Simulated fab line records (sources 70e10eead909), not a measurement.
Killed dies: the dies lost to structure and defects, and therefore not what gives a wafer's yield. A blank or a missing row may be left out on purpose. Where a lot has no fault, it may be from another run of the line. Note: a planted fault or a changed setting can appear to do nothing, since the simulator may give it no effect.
fab line records + flow nand_harc + part 2 of 2: steps 5 to 6 of 6
record:
- lots: 19
- wafers: 57
- last_day: 34
route steps=1302 shown A_STAIRCASE@705
lots that met no fault: taken from a fault-free run of the same line
start_h: hours from the record's opening day to when the first of the lot's shown wafers began + wait_h: time in hours since the lot's previous step + " as in the row above + L1.1+2: a single row standing in for several wafers + - value missing, or start not given + * or withheld: withheld + < > ~ a bound
route shown NAME@n: NAME is a module with steps in the file, n the number in the route of the first one + usual: mean and standard deviation over wafers with no fault + same: alike in all rows + chamber/n: place in a boat + sites: each site's reading + _std_site: standard deviation of those values + _edge_site: the outer-site mean with the inner-site mean subtracted + radius_mm: for every site, how far away it sits from the centre of the wafer + mask NAME#n: copy n + behind: tool/chamber where the wafer was last shaped + hold: why the lot went on hold/how many hours it stayed there/how the hold came to an end + device: the transistor (n, p or np) that didn't switch + end of line: the same wafers' tests at the end of the route + a step with no rows: only its recipe + killed: the dies lost at the first sort to structure and to defects; this is not the yield of the wafer + map: the dies of a wafer, with x for killed, . for not killed, _ for no die there
set.NAME: the setting as run; set.NAME@STEP: as run at that earlier step + model.NAME: the simulator's own value behind a step, which no gauge read
steps of the route over a sample of lots; a table a step, a row a wafer
services: from which hour (start_h, from the record's first day; less than 0 if before it) a tool's chamber was out of use, for how many hours, and why
== steps ==
step: NHARC_A_STAIRCASE_STRIP_476
recipe:
- time_s: 20
- o2_flow_sccm: 500
- ar_flow_sccm: 0
- bias_w: 0
- chemistry: O2
usual:
- drypump_motor_current_A: 5.9/0.53
- oes_product_au: 0.999/0.0066
- rf_vpp_V: 57.8/0.86
- showerhead_plenum_p_Torr: 3.53/0.15
- throttle_valve_pct: 17.036/0.0092
| lot.wafer | tool        | chamber | start_h | wait_h | drypump_motor_current_A | oes_product_au | rf_hours_counter_h | rf_vpp_V | showerhead_plenum_p_Torr | throttle_valve_pct |
|-----------|-------------|---------|---------|--------|-------------------------|----------------|--------------------|----------|--------------------------|--------------------|
| L074.4    | rie_diel-07 | 0       | 401.74  | 0.1    | 6.1                     | 0.998          | -                  | 58.0     | 3.58                     | 17.046             |
| L074.3    | "           | 1       | "       | "      | 6.1                     | 0.987          | -                  | 57.7     | 3.75                     | 17.034             |
| L074.6    | "           | 0       | "       | "      | 6.1                     | 1.008          | -                  | 57.5     | 3.58                     | 17.031             |
| L075.1    | rie_diel-02 | 0       | 404.36  | 0.1    | 4.9                     | 1.009          | 0                  | 57.8     | 3.81                     | 17.049             |
| L075.2    | "           | 1       | "       | "      | 5.7                     | 0.986          | 0                  | 57.4     | 3.41                     | 17.031             |
| L075.4    | "           | 2       | "       | "      | 5.4                     | 0.991          | 0                  | 57.4     | 3.33                     | 17.043             |
| L076.1    | rie_diel-07 | 3       | 410.20  | 0.1    | 5.1                     | 0.998          | 33                 | 59.0     | 3.42                     | 17.022             |
| L076.4    | "           | 2       | "       | "      | 6.5                     | 0.997          | 27                 | 58.8     | 3.55                     | 17.044             |
| L076.6    | "           | 3       | "       | "      | 5.1                     | 1.003          | -                  | 59.2     | 3.42                     | 17.038             |
| L077.1    | rie_diel-02 | 1       | 421.74  | 0.1    | 5.7                     | 0.992          | 5                  | 56.9     | 3.41                     | 17.034             |
| L077.3    | "           | 2       | "       | "      | 5.4                     | 1.000          | 4                  | 57.3     | 3.33                     | 17.032             |
| L077.5    | "           | 3       | "       | "      | 5.4                     | 0.998          | -                  | 56.9     | 3.49                     | 17.042             |
| L079.1    | rie_diel-04 | 0       | 434.53  | 0.1    | 6.1                     | 0.994          | 29                 | 57.5     | 3.31                     | 17.026             |
| L079.4    | "           | 1       | "       | "      | 6.8                     | 1.003          | 30                 | 58.1     | 3.63                     | 17.034             |
| L079.5    | "           | 3       | "       | "      | 6.0                     | 0.998          | -                  | 57.0     | 3.44                     | 17.044             |
| L080.3    | rie_diel-04 | 1       | 452.19  | 0.1    | 6.7                     | 0.996          | 32                 | 58.5     | 3.62                     | 17.041             |
| L080.5    | "           | 0       | "       | "      | 6.1                     | 0.990          | -                  | 59.0     | 3.30                     | 17.044             |
| L080.4    | "           | 1       | "       | "      | 6.7                     | 1.001          | -                  | 59.5     | 3.62                     | 17.024             |
| L081.2    | rie_diel-07 | 1       | 486.98  | 0.1    | 6.1                     | 1.014          | 1                  | 57.8     | 3.74                     | 17.035             |
| L081.5    | "           | 2       | "       | "      | 6.5                     | 1.007          | -                  | 56.2     | 3.54                     | 17.029             |
| L081.6    | "           | 3       | "       | "      | 5.1                     | 1.004          | -                  | 57.4     | 3.41                     | 17.027             |
| L083.1    | rie_diel-07 | 2       | 489.01  | 0.1    | 6.5                     | 1.018          | 1                  | 56.9     | 3.54                     | 17.023             |
| L083.2    | "           | 0       | "       | "      | 6.1                     | 1.015          | 2                  | 59.0     | 3.57                     | 17.056             |
| L083.6    | "           | 2       | "       | "      | 6.5                     | 1.009          | -                  | 59.1     | 3.54                     | 17.039             |
| L084.3    | rie_diel-07 | 2       | 492.13  | 0.1    | 6.5                     | 0.998          | 2                  | 57.7     | 3.54                     | 17.033             |
| L084.1    | "           | 3       | "       | "      | 5.1                     | 0.995          | 2                  | 58.9     | 3.41                     | 17.032             |
| L084.6    | "           | 3       | "       | "      | 5.1                     | 0.995          | -                  | 57.0     | 3.41                     | 17.028             |
| L086.2    | rie_diel-04 | 3       | 516.68  | 0.1    | 6.0                     | 0.994          | 54                 | 58.2     | 3.42                     | 17.035             |
| L086.4    | "           | 0       | "       | "      | 6.1                     | 1.000          | 62                 | 58.0     | 3.29                     | 17.021             |
| L086.6    | "           | 1       | "       | "      | 6.7                     | 0.989          | -                  | 55.9     | 3.61                     | 17.040             |
| L085.2    | rie_diel-04 | 0       | 521.19  | 0.1    | 6.1                     | 0.998          | 63                 | 57.1     | 3.29                     | 17.046             |
| L085.1    | "           | 1       | "       | "      | 6.8                     | 1.008          | 56                 | 57.3     | 3.61                     | 17.028             |
| L085.5    | "           | 3       | "       | "      | 6.1                     | 1.001          | -                  | 56.9     | 3.42                     | 17.035             |
| L088.4    | rie_diel-07 | 0       | 539.10  | 0.1    | 6.1                     | 1.000          | 17                 | 56.7     | 3.56                     | 17.047             |
| L088.2    | "           | 2       | "       | "      | 6.5                     | 0.997          | 18                 | 57.1     | 3.53                     | 17.029             |
| L088.5    | "           | 1       | "       | "      | 6.1                     | 1.003          | -                  | 58.3     | 3.73                     | 17.046             |
| L089.4    | rie_diel-02 | 0       | 540.08  | 0.1    | 4.9                     | 1.002          | 48                 | 59.7     | 3.78                     | 17.035             |
| L089.2    | "           | 2       | "       | "      | 5.4                     | 0.991          | 45                 | 57.6     | 3.31                     | 17.025             |
| L089.3    | "           | 3       | "       | "      | 5.4                     | 0.985          | 50                 | 56.6     | 3.46                     | 17.038             |
| L091.4    | rie_diel-07 | 0       | 567.06  | 0.1    | 6.1                     | 1.001          | 22                 | 59.0     | 3.56                     | 17.025             |
| L091.2    | "           | 1       | "       | "      | 6.1                     | 0.999          | 26                 | 58.4     | 3.73                     | 17.028             |
| L091.5    | "           | 3       | "       | "      | 5.1                     | 0.993          | -                  | 58.1     | 3.40                     | 17.032             |
| L092.1    | rie_diel-07 | 3       | 573.02  | 0.1    | 5.1                     | 0.991          | 26                 | 57.4     | 3.40                     | 17.041             |
| L092.3    | "           | 1       | "       | "      | 6.1                     | 1.005          | 27                 | 59.2     | 3.73                     | 17.042             |
| L092.6    | "           | 3       | "       | "      | 5.1                     | 0.998          | -                  | 58.4     | 3.40                     | 17.030             |
| L094.1    | rie_diel-04 | 3       | 611.49  | 0.1    | 6.0                     | 1.005          | 22                 | 59.1     | 3.41                     | 17.031             |
| L094.4    | "           | 0       | "       | "      | 6.1                     | 1.005          | 22                 | 58.6     | 3.79                     | 17.027             |
| L094.2    | "           | 1       | "       | "      | 6.8                     | 1.002          | 25                 | 57.7     | 3.59                     | 17.038             |
| L093.1    | rie_diel-04 | 2       | 614.06  | 0.1    | 6.3                     | 1.001          | 23                 | 57.8     | 3.38                     | 17.018             |
| L093.4    | "           | 0       | "       | "      | 6.1                     | 0.996          | 22                 | 58.9     | 3.79                     | 17.048             |
| L093.6    | "           | 2       | "       | "      | 6.4                     | 0.981          | -                  | 56.7     | 3.38                     | 17.045             |
| L097.1    | rie_diel-04 | 1       | 630.21  | 0.1    | 6.7                     | 1.002          | 31                 | 57.7     | 3.59                     | 17.032             |
| L097.4    | "           | 0       | "       | "      | 6.1                     | 1.003          | 31                 | 58.1     | 3.79                     | 17.037             |
| L097.5    | "           | 2       | "       | "      | 6.3                     | 0.995          | -                  | 57.1     | 3.38                     | 17.031             |
| L096.2    | rie_diel-02 | 2       | 632.61  | 0.1    | 5.5                     | 0.984          | 16                 | 58.6     | 3.30                     | 17.045             |
| L096.6    | "           | 0       | "       | "      | 4.9                     | 1.000          | -                  | 58.8     | 3.77                     | 17.026             |
| L096.5    | "           | 1       | "       | "      | 5.7                     | 0.996          | -                  | 58.7     | 3.37                     | 17.034             |
step: NHARC_A_STAIRCASE_ETCHBACK_157
recipe:
- target_depth_a: 900
- over_etch_frac: 0.3
- time_s: 167.14
- ion_energy_ev: 120
- ch3f_flow_sccm: 50
- o2_flow_sccm: 30
- ar_flow_sccm: 200
- rf_w: 500
- bias_w: 100
- chemistry: CH3F/O2
usual:
- drypump_motor_current_A: 5.7/0.53
- oes_product_au: 0.97/0.032
- rf_fwd_power_W: 497.7/1.7
- rf_vpp_V: 244.2/1.9
- showerhead_plenum_p_Torr: 2.45/0.12
- throttle_valve_pct: 20.663/0.0092
| lot.wafer | tool        | chamber | start_h | wait_h | drypump_motor_current_A | oes_product_au | rf_fwd_power_W | rf_hours_counter_h | rf_vpp_V | showerhead_plenum_p_Torr | throttle_valve_pct |
|-----------|-------------|---------|---------|--------|-------------------------|----------------|----------------|--------------------|----------|--------------------------|--------------------|
| L075.4    | rie_diel-02 | 2       | 445.32  | 0.1    | 5.4                     | 0.96           | 496.4          | 11                 | 244.5    | 2.31                     | 20.670             |
| L075.1    | "           | 3       | "       | "      | 5.4                     | 0.97           | 498.0          | 11                 | 242.3    | 2.43                     | 20.670             |
| L075.2    | "           | 0       | "       | "      | 4.9                     | 0.97           | 497.2          | 10                 | 248.3    | 2.66                     | 20.655             |
| L074.4    | rie_diel-02 | 0       | 446.86  | 0.2    | 4.9                     | 1.01           | 495.4          | 11                 | 247.6    | 2.66                     | 20.669             |
| L074.3    | "           | 1       | "       | "      | 5.7                     | 0.99           | 499.3          | 10                 | 242.9    | 2.37                     | 20.657             |
| L074.6    | "           | 0       | "       | "      | 4.9                     | 1.01           | 497.0          | -                  | 246.9    | 2.66                     | 20.643             |
| L076.1    | rie_diel-07 | 2       | 455.04  | 0.2    | 6.5                     | 0.91           | 497.0          | 39                 | 244.7    | 2.47                     | 20.659             |
| L076.4    | "           | 0       | "       | "      | 6.1                     | 0.92           | 497.4          | -                  | 244.8    | 2.49                     | 20.645             |
| L076.6    | "           | 3       | "       | "      | 5.1                     | 0.92           | 497.4          | -                  | 243.7    | 2.38                     | 20.658             |
| L077.1    | rie_diel-02 | 0       | 465.35  | 0.1    | 4.9                     | 0.98           | 497.9          | 15                 | 246.8    | 2.65                     | 20.657             |
| L077.3    | "           | 2       | "       | "      | 5.4                     | 0.97           | 496.8          | 16                 | 242.1    | 2.31                     | 20.665             |
| L077.5    | "           | 0       | "       | "      | 4.9                     | 0.97           | 498.0          | -                  | 248.1    | 2.66                     | 20.666             |
| L079.1    | rie_diel-02 | 2       | 480.64  | 0.3    | 5.4                     | 0.91           | 496.6          | 22                 | 240.4    | 2.31                     | 20.654             |
| L079.4    | "           | 0       | "       | "      | 5.0                     | 0.92           | 498.6          | -                  | 246.9    | 2.65                     | 20.661             |
| L079.5    | "           | 2       | "       | "      | 5.4                     | 0.91           | 496.4          | -                  | 243.0    | 2.31                     | 20.652             |
| L080.3    | rie_diel-07 | 0       | 496.85  | 0.2    | 6.0                     | 1.00           | 499.3          | 3                  | 244.3    | 2.49                     | 20.648             |
| L080.4    | "           | 1       | "       | "      | 6.1                     | 1.00           | 500.8          | 3                  | 247.4    | 2.61                     | 20.653             |
| L080.5    | "           | 3       | "       | "      | 5.1                     | 1.00           | 496.1          | -                  | 243.3    | 2.37                     | 20.672             |
| L083.1    | rie_diel-04 | 0       | 533.01  | 0.2    | 6.1                     | 1.01           | 500.1          | 70                 | 241.6    | 2.28                     | 20.646             |
| L083.2    | "           | 1       | "       | "      | 6.7                     | 0.99           | 498.8          | 61                 | 243.9    | 2.52                     | 20.650             |
| L083.6    | "           | 3       | "       | "      | 6.0                     | 0.99           | 496.4          | -                  | 241.9    | 2.38                     | 20.640             |
| L081.2    | rie_diel-02 | 1       | 533.07  | 0.2    | 5.7                     | 0.93           | 500.9          | 37                 | 242.3    | 2.36                     | 20.661             |
| L081.5    | "           | 0       | "       | "      | 4.9                     | 0.93           | 496.6          | -                  | 246.4    | 2.64                     | 20.657             |
| L081.6    | "           | 1       | "       | "      | 5.7                     | 0.92           | 498.6          | -                  | 242.4    | 2.36                     | 20.667             |
| L084.1    | rie_diel-02 | 1       | 536.13  | 0.2    | 5.7                     | 1.00           | 500.9          | 38                 | 243.3    | 2.36                     | 20.654             |
| L084.3    | "           | 3       | "       | "      | 5.4                     | 1.00           | 497.6          | 49                 | 240.6    | 2.41                     | 20.652             |
| L084.6    | "           | 1       | "       | "      | 5.6                     | 1.00           | 499.3          | -                  | 243.2    | 2.36                     | 20.664             |
| L086.2    | rie_diel-02 | 0       | 561.29  | 0.2    | 4.9                     | 0.95           | 497.8          | 52                 | 246.6    | 2.64                     | 20.661             |
| L086.4    | "           | 1       | "       | "      | 5.7                     | 0.93           | 498.1          | 43                 | 241.6    | 2.36                     | 20.656             |
| L086.6    | "           | 3       | "       | "      | 5.4                     | 0.94           | 494.7          | -                  | 244.7    | 2.41                     | 20.668             |
| L085.1    | rie_diel-07 | 3       | 561.35  | 0.2    | 5.0                     | 0.94           | 496.3          | 25                 | 242.8    | 2.36                     | 20.688             |
| L085.2    | "           | 1       | "       | "      | 6.1                     | 0.94           | 498.3          | 25                 | 247.1    | 2.60                     | 20.656             |
| L085.5    | "           | 3       | "       | "      | 5.0                     | 0.94           | 494.8          | -                  | 243.3    | 2.36                     | 20.668             |
| L088.2    | rie_diel-07 | 0       | 579.45  | 0.1    | 6.0                     | 0.99           | 498.7          | 29                 | 244.3    | 2.48                     | 20.676             |
| L088.4    | "           | 3       | "       | "      | 5.1                     | 0.99           | 497.2          | 30                 | 241.5    | 2.36                     | 20.666             |
| L088.5    | "           | 1       | "       | "      | 6.1                     | 0.99           | 497.6          | -                  | 247.4    | 2.60                     | 20.676             |
| L089.3    | rie_diel-04 | 0       | 579.57  | 0.2    | 6.0                     | 1.00           | 499.2          | 11                 | 248.0    | 2.66                     | 20.676             |
| L089.4    | "           | 1       | "       | "      | 6.7                     | 1.00           | 498.4          | 14                 | 245.7    | 2.51                     | 20.672             |
| L089.2    | "           | 2       | "       | "      | 6.3                     | 0.99           | 498.9          | 14                 | 241.8    | 2.35                     | 20.672             |
| L091.4    | rie_diel-07 | 2       | 616.99  | 0.2    | 6.5                     | 0.92           | 499.0          | 44                 | 244.2    | 2.45                     | 20.656             |
| L091.2    | "           | 3       | "       | "      | 5.1                     | 0.92           | 500.2          | 40                 | 242.3    | 2.36                     | 20.657             |
| L091.5    | "           | 1       | "       | "      | 6.1                     | 0.91           | 499.7          | -                  | 248.1    | 2.59                     | 20.670             |
| L092.1    | rie_diel-04 | 3       | 623.16  | 0.1    | 6.0                     | 1.00           | 499.6          | 28                 | 244.0    | 2.37                     | 20.683             |
| L092.3    | "           | 2       | "       | "      | 6.3                     | 0.99           | 496.4          | 26                 | 244.1    | 2.35                     | 20.655             |
| L092.6    | "           | 3       | "       | "      | 6.0                     | 0.99           | 498.8          | -                  | 242.8    | 2.37                     | 20.661             |
| L094.4    | rie_diel-02 | 2       | 654.73  | 0.2    | 5.4                     | 0.95           | 498.7          | 24                 | 241.2    | 2.29                     | 20.664             |
| L094.1    | "           | 3       | "       | "      | 5.3                     | 0.96           | 495.9          | 24                 | 243.7    | 2.40                     | 20.663             |
| L094.2    | "           | 0       | "       | "      | 4.9                     | 0.95           | 497.0          | 28                 | 246.5    | 2.63                     | 20.664             |
| L093.1    | rie_diel-04 | 0       | 655.03  | 0.2    | 6.1                     | 0.92           | 499.9          | 41                 | 246.8    | 2.64                     | 20.653             |
| L093.4    | "           | 1       | "       | "      | 6.8                     | 0.93           | 500.3          | 39                 | 245.0    | 2.50                     | 20.663             |
| L093.6    | "           | 2       | "       | "      | 6.4                     | 0.92           | 496.7          | -                  | 242.6    | 2.35                     | 20.666             |
| L097.1    | rie_diel-02 | 0       | 673.56  | 0.2    | 4.9                     | 0.99           | 498.0          | 34                 | 246.3    | 2.62                     | 20.666             |
| L097.4    | "           | 3       | "       | "      | 5.4                     | 0.99           | 495.9          | 29                 | 245.4    | 2.40                     | 20.674             |
| L097.5    | "           | 1       | "       | "      | 5.6                     | 1.00           | 498.3          | -                  | 242.9    | 2.34                     | 20.654             |
| L096.2    | rie_diel-07 | 2       | 673.90  | 0.2    | 6.5                     | 1.00           | 500.0          | 5                  | 243.7    | 2.44                     | 20.670             |
| L096.5    | "           | 3       | "       | "      | 5.1                     | 0.99           | 499.6          | -                  | 242.9    | 2.35                     | 20.658             |
| L096.6    | "           | 0       | "       | "      | 6.1                     | 0.99           | 497.4          | -                  | 244.9    | 2.47                     | 20.665             |
== services ==
| tool        | chamber | start_h | hours | kind   |
|-------------|---------|---------|-------|--------|
| rie_diel-02 | 0       | 348.67  | -     | clean  |
| rie_diel-02 | 1       | 348.67  | -     | clean  |
| rie_diel-02 | 2       | 348.67  | -     | clean  |
| rie_diel-02 | 3       | 348.67  | -     | clean  |
| rie_diel-04 | -       | 356.06  | 9.0   | pm     |
| rie_diel-02 | 0       | 373.22  | -     | clean  |
| rie_diel-02 | 2       | 380.55  | 4.6   | repair |
| rie_diel-02 | 1       | 381.88  | 2.5   | repair |
| rie_diel-02 | 1       | 385.54  | 6.1   | repair |
| rie_diel-02 | -       | 393.99  | 9.0   | pm     |
| rie_diel-07 | 3       | 400.91  | 2.5   | repair |
| rie_diel-04 | 1       | 437.29  | 2.6   | repair |
| rie_diel-07 | 1       | 452.42  | 8.5   | repair |
| rie_diel-07 | -       | 473.40  | 9.0   | pm     |
| rie_diel-02 | 1       | 479.20  | 9.0   | repair |
| rie_diel-07 | -       | 510.32  | 0.1   | repair |
| rie_diel-04 | -       | 533.09  | 9.0   | pm     |
| rie_diel-02 | 2       | 543.98  | 5.1   | repair |
| rie_diel-07 | 0       | 544.77  | 7.0   | repair |
| rie_diel-02 | -       | 570.99  | 9.0   | pm     |
| rie_diel-04 | -       | 611.73  | 0.7   | repair |
| rie_diel-02 | 3       | 618.59  | 2.6   | repair |
| rie_diel-07 | 0       | 634.89  | 8.1   | repair |
| rie_diel-07 | -       | 651.93  | 9.0   | pm     |
